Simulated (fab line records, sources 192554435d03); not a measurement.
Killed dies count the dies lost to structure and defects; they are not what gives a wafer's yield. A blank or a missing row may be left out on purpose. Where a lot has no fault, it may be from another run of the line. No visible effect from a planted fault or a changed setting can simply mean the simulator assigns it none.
fab line records	flow n5Finfet	part 1 of 2: steps 1 to 12 of 23
record: lots: 5	wafers: 15	lastDay: 19
route steps=1938 shown BEOL_M0_CUTY@711 BEOL_M0@715
lots untouched by any fault: they come from a run of this same line in which no faults occurred
startH: hours from the record's first day to the start of the lot's first wafer shown	waitH: how many hours have passed since the lot's step before this one	" as in the row above	L1.1+2: a single row standing in for several wafers	- no value, or no start was given	* or withheld: withheld	< > ~ a bound
route shown NAME@n: a module of which the file shows steps, and the number in the route of the first	usual: mean/standard deviation taken from wafers without a fault	same: alike in all rows	chamber/n: place in a boat	sites: per-site readings	_std_site: the values' standard deviation	_edge_site: mean of outer sites minus mean of inner sites	radiusMm: for every site, how far away it sits from the centre of the wafer	mask NAME#n: copy n	behind: the last tool/chamber to shape the wafer	hold: what put the lot on hold/how long, in hours/how the hold closed	device: whichever transistor did not switch (one of n, p or np)	end of line: tests of these same wafers at the route's end	a step without rows: its recipe alone	killed: the dies lost at the first sort to structure and to defects; this is not the yield of the wafer	map: per-die view of a wafer (x killed, . not killed, _ where there is no die)
set.NAME: the setting that was run; set.NAME@STEP: the one run at that earlier step	model.NAME: the simulator's own value behind a step, which no gauge read
lots at selected steps of the route; one table per step, one row per wafer
services: the hour from which a tool's chamber was out of use, counted from the record's first day as startH (under 0 if before that day), plus the number of hours and why
== steps ==
step: N5_BEOL_M0_CUTY_DESCUM_61
recipe: chemistry: O2	timeS: 7.9	sourcePowerW: 50	biasPowerW: 20	pressureMtorr: 20	rfFrequencyHz: 2.712e+07	tempC: 40	resist: CAR-ArF-block	o2FlowSccm: 225
usual: drypumpMotorCurrentA: 5.6/0.44	oesProductAu: 0.80/0.095	rfVppV: 243.4/1.4	showerheadPlenumPTorr: 2.12/0.072	throttleValvePct: 20.48/0.23
lot.wafer	tool	chamber	startH	waitH	drypumpMotorCurrentA	oesProductAu	rfHoursCounterH	rfVppV	showerheadPlenumPTorr	throttleValvePct
L076.2	rieDiel-04	1	138.84	0.0	5.7	0.76	170	244.0	2.06	20.35
L076.3	"	0	"	"	5.8	0.70	199	244.9	2.17	20.37
L076.4	"	0	"	"	5.8	0.70	-	245.2	2.17	20.39
L079.4	rieDiel-03	2	152.80	0.8	5.2	0.74	-	241.1	2.00	20.75
L079.5	"	1	"	"	5.8	0.69	-	241.0	2.06	20.17
L079.6	"	0	"	"	5.0	0.85	-	243.6	2.12	20.31
L094.3	rieDiel-03	3	237.67	0.0	4.9	0.91	28	245.8	2.21	20.07
L094.4	"	0	"	"	5.0	0.81	61	244.7	2.11	20.35
L094.6	"	2	"	"	5.2	0.72	-	242.5	1.99	20.80
L095.2	rieDiel-02	1	241.87	0.1	5.5	0.99	9	243.3	2.06	20.49
L095.3	"	0	"	"	6.4	0.78	103	243.0	2.12	20.85
L095.4	"	2	"	"	5.2	0.75	146	244.4	2.21	20.46
L096.1	rieDiel-03	2	249.18	0.0	5.2	0.71	207	241.0	1.99	20.80
L096.2	"	0	"	"	5.0	0.81	64	244.0	2.11	20.36
L096.4	"	3	"	"	4.9	0.91	31	244.9	2.20	20.06
step: N5_BEOL_M0_CUTY_ETCH_62
recipe: chemistry: CF4	target: SiARC	maskMaterial: CAR-ArF-block	timeS: 58.5	ionEnergyEv: 80	pressureMtorr: 40	sourceW: 545	biasW: 36	Ar_flow_sccm: 100	cf4FlowSccm: 100	ends: cleared
usual: drypumpMotorCurrentA: 5.6/0.44	etchRfOnTimeS: 58.4/2.4	mfcArSccm: 100.0/0.31	oesProductAu: 0.68/0.082	rfVppV: 184.2/1.1	showerheadPlenumPTorr: 2.15/0.061	throttleValvePct: 15.59/0.23
lot.wafer	tool	chamber	startH	waitH	drypumpMotorCurrentA	etchRfOnTimeS	mfcArSccm	oesProductAu	rfHoursCounterH	rfVppV	showerheadPlenumPTorr	throttleValvePct
L076.2	rieDiel-04	1	138.88	0.0	5.7	57.5	99.8	0.65	170	184.2	2.13	15.73
L076.3	"	0	"	"	5.8	58.6	100.5	0.60	199	185.9	2.21	15.56
L076.4	"	0	"	"	5.8	58.9	100.1	0.60	-	184.6	2.21	15.57
L079.4	rieDiel-03	2	152.84	0.0	5.2	56.3	100.3	0.63	-	183.1	2.06	15.89
L079.5	"	1	"	"	5.8	65.3	99.5	0.56	-	183.9	2.11	15.47
L079.6	"	0	"	"	5.0	56.3	100.4	0.76	-	184.0	2.17	15.49
L094.3	rieDiel-03	3	237.71	0.0	4.8	58.3	99.6	0.77	28	185.7	2.27	15.40
L094.4	"	0	"	"	5.0	57.3	99.9	0.71	61	185.6	2.16	15.56
L094.6	"	2	"	"	5.2	57.2	99.9	0.61	-	182.1	2.05	15.95
L095.2	rieDiel-02	1	241.91	0.0	5.5	57.5	99.8	0.82	9	183.2	2.11	15.54
L095.3	"	0	"	"	6.3	56.4	99.7	0.69	103	183.8	2.16	15.87
L095.4	"	2	"	"	5.2	56.9	99.7	0.64	146	185.5	2.21	15.37
L096.1	rieDiel-03	2	249.21	0.0	5.2	57.2	100.5	0.60	207	183.8	2.05	15.97
L096.2	"	0	"	"	5.0	57.2	100.1	0.71	64	182.7	2.16	15.54
L096.4	"	3	"	"	4.8	58.4	100.0	0.76	31	186.0	2.27	15.41
step: N5_BEOL_M0_CUTY_ETCH_63
recipe: chemistry: N2/H2	target: SOC	targetDepthA: 827	overetchA: 165	maskMaterial: SiARC	tempC: 40	ionEnergyEv: 200	timeS: 124	pressureMtorr: 30	sourceW: 840	biasW: 150	n2FlowSccm: 200	h2FlowSccm: 200
usual: drypumpMotorCurrentA: 5.6/0.44	h2FlowSccm: 199.9/0.58	oesProductAu: 0.65/0.073	rfVppV: 524.4/2.4	showerheadPlenumPTorr: 2.55/0.086	throttleValvePct: 17.73/0.24
lot.wafer	tool	chamber	startH	waitH	drypumpMotorCurrentA	h2FlowSccm	oesProductAu	rfHoursCounterH	rfVppV	showerheadPlenumPTorr	throttleValvePct
L076.2	rieDiel-04	1	138.92	0.0	5.7	200.2	0.62	170	521.9	2.55	17.98
L076.3	"	0	"	"	5.8	200.5	0.59	199	527.0	2.65	17.93
L076.4	"	0	"	"	5.8	200.2	0.58	-	524.3	2.65	17.93
L079.4	rieDiel-03	2	152.92	0.1	5.2	199.1	0.59	-	519.4	2.41	17.88
L079.5	"	1	"	"	5.8	200.4	0.59	-	523.8	2.51	17.66
L079.6	"	0	"	"	5.0	200.1	0.71	-	524.1	2.57	17.50
L094.3	rieDiel-03	3	237.75	0.0	4.9	200.4	0.73	28	527.8	2.70	17.61
L094.4	"	0	"	"	5.0	199.3	0.68	61	525.3	2.55	17.55
L094.6	"	2	"	"	5.3	200.0	0.58	-	522.1	2.40	17.92
L095.2	rieDiel-02	1	241.95	0.0	5.5	199.8	0.78	9	522.5	2.52	17.93
L095.3	"	0	"	"	6.3	198.9	0.66	103	524.8	2.54	17.81
L095.4	"	2	"	"	5.3	200.4	0.61	146	526.3	2.63	17.60
L096.1	rieDiel-03	2	249.26	0.0	5.2	200.3	0.58	207	520.9	2.40	17.94
L096.2	"	0	"	"	5.0	200.5	0.67	65	525.2	2.55	17.56
L096.4	"	3	"	"	4.8	200.1	0.72	32	527.7	2.70	17.61
step: N5_BEOL_M0_CUTY_STRIP_64
recipe: chemistry: N2/H2	tempC: 40	n2FlowSccm: 200	h2FlowSccm: 200	rfFrequencyHz: 6e+07
lot.wafer	tool	chamber	startH	waitH
L076.2+3+4	rieDiel-04	1,0,0	139.04	0.1
L079.4+5+6	rieDiel-03	2,1,0	152.98	0.0
L094.3+4+6	rieDiel-03	3,0,2	237.87	0.1
L095.2+3+4	rieDiel-02	1,0,2	242.07	0.1
L096.1+2+4	rieDiel-03	2,0,3	249.37	0.1
step: N5_BEOL_M0_ETCH_138
recipe: chemistry: CH3F/O2	targetDepthA: 120	target: SiCN	timeS: 31.6	ionEnergyEv: 120	pressureMtorr: 30	sourceW: 395	biasW: 75	Ar_flow_sccm: 150	CH3F_flow_sccm: 30	O2_flow_sccm: 20	ends: cleared
usual: drypumpMotorCurrentA: 5.6/0.44	etchRfOnTimeS: 29.1/1.1	mfcArSccm: 150.0/0.46	oesProductAu: 0.68/0.081	rfVppV: 297.6/1.6	showerheadPlenumPTorr: 2.01/0.063	throttleValvePct: 16.30/0.22
lot.wafer	tool	chamber	startH	waitH	drypumpMotorCurrentA	etchRfOnTimeS	mfcArSccm	oesProductAu	rfHoursCounterH	rfVppV	showerheadPlenumPTorr	throttleValvePct
L076.2	rieDiel-04	1	139.05	0.0	5.7	28.1	149.7	0.65	170	296.0	2.01	16.53
L076.3	"	0	"	"	5.8	29.5	149.8	0.59	199	299.0	2.06	16.23
L076.4	"	0	"	"	5.8	30.4	149.0	0.59	-	297.8	2.06	16.23
L079.4	rieDiel-03	2	153.03	0.0	5.2	29.3	150.2	0.62	-	295.8	1.91	16.56
L079.5	"	1	"	"	5.8	31.9	149.7	0.57	-	297.4	1.97	16.16
L079.6	"	0	"	"	5.0	28.9	149.9	0.74	-	298.9	2.02	16.15
L094.3	rieDiel-03	3	237.88	0.0	4.8	28.2	150.3	0.77	28	299.5	2.13	16.12
L094.4	"	0	"	"	5.0	28.8	149.9	0.71	61	297.8	2.01	16.21
L094.6	"	2	"	"	5.3	27.9	149.2	0.60	-	296.0	1.90	16.64
L095.2	rieDiel-02	1	242.08	0.0	5.5	28.6	150.5	0.82	9	296.9	1.97	16.27
L095.3	"	0	"	"	6.3	29.5	151.0	0.68	103	298.7	2.02	16.58
L095.4	"	2	"	"	5.2	30.0	150.1	0.64	146	298.7	2.08	16.15
L096.1	rieDiel-03	2	249.38	0.0	5.3	29.1	150.1	0.61	207	293.5	1.90	16.64
L096.2	"	0	"	"	5.0	29.0	149.7	0.69	65	298.5	2.01	16.21
L096.4	"	3	"	"	4.9	29.4	150.2	0.76	32	299.5	2.13	16.10
step: N5_BEOL_M0_HM_OPEN_105
recipe: chemistry: Cl2/BCl3	targetDepthA: 120	target: TiN	ionEnergyEv: 150	pressureMtorr: 10	icpW: 1000	biasW: 126	Cl2_flow_sccm: 53.25	bcl3FlowSccm: 21.75	Ar_flow_sccm: 25
usual: drypumpMotorCurrentA: 5.6/0.41	mfcArSccm: 25.00/0.079	oes_ar_750_au: 0.79/0.13	oesProductAu: 0.79/0.13	throttleValvePct: 22.0/0.37
lot.wafer	tool	chamber	startH	waitH	drypumpMotorCurrentA	mfcArSccm	oes_ar_750_au	oesProductAu	rfHoursCounterH	throttleValvePct
L076.2	rieMetal-01	1	141.35	2.3	6.0	24.97	0.92	0.92	2	22.1
L076.3	"	1	"	"	6.0	24.96	0.92	0.92	-	22.1
L076.4	"	0	"	"	5.6	25.04	0.84	0.85	-	21.8
L079.4	rieMetal-02	1	156.25	3.2	4.8	25.03	0.70	0.70	-	22.2
L079.5	"	0	"	"	5.8	24.94	0.66	0.64	-	22.6
L079.6	"	1	"	"	4.8	25.07	0.70	0.70	-	22.2
L094.3	rieMetal-01	0	238.03	0.1	5.6	25.03	0.79	0.81	-	21.9
L094.4	"	1	"	"	6.1	24.97	0.85	0.85	-	22.1
L094.6	"	1	"	"	6.1	25.00	0.86	0.86	-	22.1
L095.2	rieMetal-03	0	244.41	2.3	5.7	24.91	0.97	0.96	5	21.2
L095.3	"	1	"	"	5.7	24.87	0.84	0.88	-	22.1
L095.4	"	0	"	"	5.7	24.96	0.96	0.95	-	21.2
L096.1	rieMetal-01	1	251.77	2.3	6.0	25.08	0.85	0.84	13	22.1
L096.2	"	0	"	"	5.6	25.19	0.79	0.79	22	21.9
L096.4	"	0	"	"	5.6	25.10	0.80	0.80	-	21.9
step: N5_BEOL_M0_STRIP_140
recipe: chemistry: CF4	resist: SiARC	powerW: 300	biasPowerW: 75	pressureMtorr: 50	cf4FlowSccm: 150	rfFrequencyHz: 6e+07
usual: drypumpMotorCurrentA: 5.7/0.43	oesProductAu: 0.80/0.088	rfVppV: 271.3/1.7	showerheadPlenumPTorr: 1.81/0.046	throttleValvePct: 13.55/0.23
lot.wafer	tool	chamber	startH	waitH	drypumpMotorCurrentA	oesProductAu	rfHoursCounterH	rfVppV	showerheadPlenumPTorr	throttleValvePct
L076.2	rieDiel-04	0	141.63	0.2	5.8	0.70	200	272.4	1.85	13.60
L076.3	"	1	"	"	5.7	0.74	171	270.6	1.76	13.61
L076.4	"	3	"	"	6.0	0.96	-	273.8	1.82	13.41
L079.4	rieDiel-03	0	156.38	0.1	5.0	0.85	-	270.6	1.82	13.45
L079.5	"	2	"	"	5.2	0.71	-	268.7	1.73	13.90
L079.6	"	1	"	"	5.8	0.69	-	270.7	1.77	13.47
L094.3	rieDiel-02	1	238.17	0.1	5.5	0.94	8	268.8	1.76	13.42
L094.4	"	3	"	"	5.7	0.87	29	269.9	1.76	13.31
L094.6	"	2	"	"	5.2	0.73	-	271.8	1.85	13.38
L095.2	rieDiel-04	1	244.58	0.1	5.7	0.72	200	271.6	1.76	13.70
L095.3	"	0	"	"	5.8	0.68	233	272.1	1.84	13.65
L095.4	"	0	"	"	5.8	0.68	-	274.1	1.84	13.68
L096.1	rieDiel-02	1	251.94	0.1	5.4	0.94	12	270.6	1.76	13.45
L096.2	"	2	"	"	5.2	0.73	149	273.8	1.85	13.39
L096.4	"	3	"	"	5.7	0.86	34	270.0	1.76	13.33
step: N5_BEOL_M0_STRIP_104
recipe: chemistry: N2/H2	powerW: 450	tempC: 40	pressureMtorr: 20	rfFrequencyHz: 6e+07	overashFraction: 0.3	biasPowerW: 7	h2Frac: 0.5	n2FlowSccm: 200	h2FlowSccm: 200
usual: drypumpMotorCurrentA: 5.7/0.43	h2FlowSccm: 199.9/0.65	oesProductAu: 0.81/0.096	rfVppV: 59.3/1.8	showerheadPlenumPTorr: 2.56/0.078	throttleValvePct: 23.5/0.31
lot.wafer	tool	chamber	startH	waitH	drypumpMotorCurrentA	h2FlowSccm	oesProductAu	rfHoursCounterH	rfVppV	showerheadPlenumPTorr	throttleValvePct
L076.2	rieDiel-04	0	141.65	0.0	5.8	199.0	0.68	200	58.3	2.65	23.8
L076.3	"	1	"	"	5.7	200.4	0.76	171	56.4	2.55	23.8
L076.4	"	3	"	"	6.0	199.8	0.97	-	59.8	2.62	23.6
L079.4	rieDiel-03	0	156.41	0.0	5.0	199.6	0.86	-	60.1	2.56	23.1
L079.5	"	2	"	"	5.2	201.3	0.74	-	62.4	2.41	23.6
L079.6	"	1	"	"	5.8	200.4	0.68	-	59.4	2.51	23.3
L094.3	rieDiel-02	1	238.19	0.0	5.5	201.2	0.99	8	61.8	2.51	23.9
L094.4	"	3	"	"	5.7	200.2	0.90	29	58.7	2.45	23.0
L094.6	"	2	"	"	5.3	200.6	0.75	-	59.6	2.63	23.5
L095.2	rieDiel-04	1	244.60	0.0	5.7	199.5	0.73	200	60.3	2.53	23.8
L095.3	"	0	"	"	5.8	199.8	0.67	233	59.9	2.63	23.8
L095.4	"	0	"	"	5.8	201.2	0.66	-	59.7	2.63	23.8
L096.1	rieDiel-02	1	251.96	0.0	5.5	200.3	0.97	12	57.9	2.51	24.0
L096.2	"	2	"	"	5.2	199.3	0.74	149	57.8	2.63	23.5
L096.4	"	3	"	"	5.7	199.5	0.88	34	60.0	2.45	23.0
step: N5_BEOL_M0_WET_ETCH_106
recipe: chemistry: DHF	dilution: 10:1	tempC: 25	target: SiO2	targetDepthA: 1300	dry: ipaMarangoni	rinseTimeS: 30	rinseTempC: 23
usual: bathHeatDutyPct: 6.1/0.7
lot.wafer	tool	chamber	startH	waitH	bathHeatDutyPct
L076.2	wetBench-04	3	141.72	-	6.1
L076.3	"	0	"	"	5.9
L076.4	"	2	"	"	7.6
L079.4	wetBench-04	1	156.47	-	6.6
L079.5	"	5	"	"	6.4
L079.6	"	0	"	"	6.2
L094.3	wetBench-04	1	238.26	-	6.7
L094.4	"	6	"	"	5.7
L094.6	"	3	"	"	5.9
L095.2	wetBench-06	4	244.67	-	5.9
L095.3	"	5	"	"	5.6
L095.4	"	1	"	"	4.9
L096.1	wetBench-04	4	252.02	-	6.2
L096.2	"	6	"	"	6.3
L096.4	"	1	"	"	6.0
step: N5_BEOL_M0_ETCH_128
recipe: chemistry: CF4/N2	targetDepthA: 120	overetchA: 51	target: SiCN	timeS: 21.4	ionEnergyEv: 150	pressureMtorr: 40	sourceW: 430	biasW: 70	Ar_flow_sccm: 100	cf4FlowSccm: 60	n2FlowSccm: 60
usual: drypumpMotorCurrentA: 5.7/0.42	mfcArSccm: 100.0/0.32	oesProductAu: 0.55/0.067	rfVppV: 382.8/1.8	showerheadPlenumPTorr: 2.23/0.067	throttleValvePct: 15.41/0.2
lot.wafer	tool	chamber	startH	waitH	drypumpMotorCurrentA	mfcArSccm	oesProductAu	rfHoursCounterH	rfVppV	showerheadPlenumPTorr	throttleValvePct
L076.2	rieDiel-04	1	142.28	0.5	5.7	99.2	0.52	172	382.0	2.20	15.57
L076.3	"	0	"	"	5.8	99.8	0.48	201	383.0	2.28	15.42
L076.4	"	0	"	"	5.8	99.9	0.49	-	383.4	2.28	15.39
L079.4	rieDiel-04	3	156.61	0.1	6.0	100.5	0.66	-	382.4	2.24	15.30
L079.5	"	1	"	"	5.7	100.2	0.51	-	382.6	2.20	15.60
L079.6	"	0	"	"	5.8	99.8	0.49	-	385.1	2.28	15.43
L094.3	rieDiel-02	0	238.31	0.0	6.3	100.0	0.54	102	382.5	2.22	15.67
L094.4	"	1	"	"	5.5	99.9	0.66	8	382.0	2.18	15.37
L094.6	"	3	"	"	5.7	100.3	0.60	-	381.3	2.15	15.12
L095.2	rieDiel-02	2	244.81	0.1	5.2	99.9	0.51	147	384.1	2.28	15.18
L095.3	"	3	"	"	5.7	100.1	0.61	31	381.0	2.15	15.11
L095.4	"	0	"	"	6.3	100.0	0.56	103	382.2	2.22	15.67
L096.1	rieDiel-03	3	252.08	0.0	4.9	100.2	0.60	33	383.6	2.34	15.23
L096.2	"	2	"	"	5.2	100.0	0.48	208	381.2	2.10	15.75
L096.4	"	1	"	"	5.8	99.9	0.48	246	379.9	2.17	15.38
step: N5_BEOL_M0_TRENCH_ETCH_107
recipe: chemistry: C4F6/O2	targetDepthA: 328	target: SiOC	timeS: 16.4	ionEnergyEv: 250	pressureMtorr: 30	sourceW: 355	biasW: 185	Ar_flow_sccm: 300	C4F6_flow_sccm: 10	O2_flow_sccm: 10
usual: drypumpMotorCurrentA: 5.7/0.42	mfcArSccm: 300.1/0.87	oes_ar_750_au: 0.80/0.091	oesProductAu: 0.80/0.099	rfVppV: 666/17	showerheadPlenumPTorr: 2.87/0.085	throttleValvePct: 20.84/0.22
lot.wafer	tool	chamber	startH	waitH	drypumpMotorCurrentA	mfcArSccm	oes_ar_750_au	oesProductAu	rfHoursCounterH	rfVppV	showerheadPlenumPTorr	throttleValvePct
L076.2	rieDiel-04	1	142.32	0.0	5.7	299.3	0.77	0.77	172	665	2.86	21.12
L076.3	"	0	"	"	5.8	299.1	0.73	0.69	201	644	2.92	20.69
L076.4	"	0	"	"	5.8	299.9	0.72	0.70	-	644	2.92	20.68
L079.4	rieDiel-04	3	156.65	0.0	6.0	300.6	0.93	0.94	-	696	2.88	20.71
L079.5	"	1	"	"	5.7	300.8	0.76	0.76	-	665	2.86	21.13
L079.6	"	0	"	"	5.8	299.8	0.72	0.69	-	644	2.92	20.69
L094.3	rieDiel-02	0	238.36	0.0	6.4	300.1	0.82	0.79	102	648	2.87	21.16
L094.4	"	1	"	"	5.5	301.0	0.95	0.96	8	669	2.81	20.92
L094.6	"	3	"	"	5.7	300.3	0.90	0.90	-	655	2.78	20.58
L095.2	rieDiel-02	2	244.86	0.0	5.2	300.0	0.75	0.75	147	655	2.95	20.62
L095.3	"	3	"	"	5.7	300.4	0.89	0.88	31	655	2.78	20.60
L095.4	"	0	"	"	6.3	300.8	0.82	0.80	103	648	2.87	21.15
L096.1	rieDiel-03	3	252.12	0.0	4.9	299.5	0.86	0.89	33	704	3.02	20.73
L096.2	"	2	"	"	5.2	300.0	0.70	0.71	208	668	2.71	21.18
L096.4	"	1	"	"	5.8	300.5	0.66	0.65	246	659	2.80	20.65
step: N5_BEOL_M0_STRIP_142
recipe: chemistry: N2/H2	timeS: 10	powerW: 450	tempC: 40	pressureMtorr: 20	rfFrequencyHz: 6e+07	biasPowerW: 7	n2FlowSccm: 200	h2FlowSccm: 200
usual: drypumpMotorCurrentA: 5.7/0.42	h2FlowSccm: 200.0/0.6	oesProductAu: 0.80/0.1	rfVppV: 59.4/0.83	showerheadPlenumPTorr: 2.57/0.086	throttleValvePct: 23.54/0.26
lot.wafer	tool	chamber	startH	waitH	drypumpMotorCurrentA	h2FlowSccm	oesProductAu	rfHoursCounterH	rfVppV	showerheadPlenumPTorr	throttleValvePct
L076.2	rieDiel-04	1	142.35	0.0	5.7	199.9	0.76	172	60.0	2.54	23.77
L076.3	"	0	"	"	5.8	199.9	0.69	201	59.7	2.65	23.79
L076.4	"	0	"	"	5.8	199.0	0.69	-	59.3	2.65	23.80
L079.4	rieDiel-04	3	156.68	0.0	6.0	200.0	0.95	-	60.7	2.61	23.64
L079.5	"	1	"	"	5.7	200.6	0.77	-	59.0	2.54	23.77
L079.6	"	0	"	"	5.8	200.8	0.69	-	59.8	2.65	23.80
L094.3	rieDiel-02	0	238.38	0.0	6.3	200.1	0.80	102	59.3	2.53	23.45
L094.4	"	1	"	"	5.5	199.4	0.99	8	59.1	2.51	23.91
L094.6	"	3	"	"	5.7	199.8	0.90	-	59.5	2.45	22.97
L095.2	rieDiel-02	2	244.88	0.0	5.2	200.2	0.75	147	59.6	2.63	23.47
L095.3	"	3	"	"	5.7	199.5	0.89	31	59.7	2.45	22.98
L095.4	"	0	"	"	6.3	200.0	0.79	103	59.1	2.53	23.44
L096.1	rieDiel-03	3	252.15	0.0	4.9	201.0	0.90	33	59.7	2.69	23.34
L096.2	"	2	"	"	5.2	200.9	0.71	208	58.7	2.40	23.64
L096.4	"	1	"	"	5.8	200.0	0.67	246	59.1	2.49	23.41
